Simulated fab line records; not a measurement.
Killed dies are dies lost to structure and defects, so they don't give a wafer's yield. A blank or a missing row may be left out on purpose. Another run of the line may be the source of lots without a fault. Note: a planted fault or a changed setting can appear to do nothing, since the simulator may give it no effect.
Which of the tools did it?    flow nand-harc    at 1 step of a route of 1302, 6 lots with 17 wafers sampled

## WHAT THE GAUGES SHOWED, per wafer
NHARC_A_CONTACT_CD_MEAS_15.
lot   measured      on         cd-nm (nm)
L867  day 23 10:29  cd-sem-03  189.9 190.1 190.1
L871  day 24 23:52  cd-sem-01  189.8 189.3 189.2
L873  day 25 22:53  cd-sem-03  189.7 189.9
L879  day 27 23:14  cd-sem-01  190.5 189.8 189.7
L880  day 29 03:02  cd-sem-01  189.8 190.8 190.4
L884  day 30 15:11  cd-sem-03  189.8 189.8 190.0

## WHICH TOOL RAN EACH LOT (tool, then ch and the chambers of the sampled wafers, then the start)
There is no process step in the record ahead of these readings.

## THE ANSWER, worked out from the rows above alone
Rule: usual is defined by the lots themselves. The widest of any qualifying gaps counts: lots, ordered by their means at a reading, are off when they make up no more than a third of the lots, leave a main group of 4 or more, and stand apart from it by 3 or more times the standard deviation of that group's means. A main group is skipped when, at the precision printed for the reading in the tables above, its means are all equal. Also off: a lot with no number at a reading for which 4 or more lots have one. All remaining lots with rows at the step are treated as sound.
No lot is off at any reading shown: from this, nothing can be told.

## WHAT THE SIMULATOR HAD PUT IN
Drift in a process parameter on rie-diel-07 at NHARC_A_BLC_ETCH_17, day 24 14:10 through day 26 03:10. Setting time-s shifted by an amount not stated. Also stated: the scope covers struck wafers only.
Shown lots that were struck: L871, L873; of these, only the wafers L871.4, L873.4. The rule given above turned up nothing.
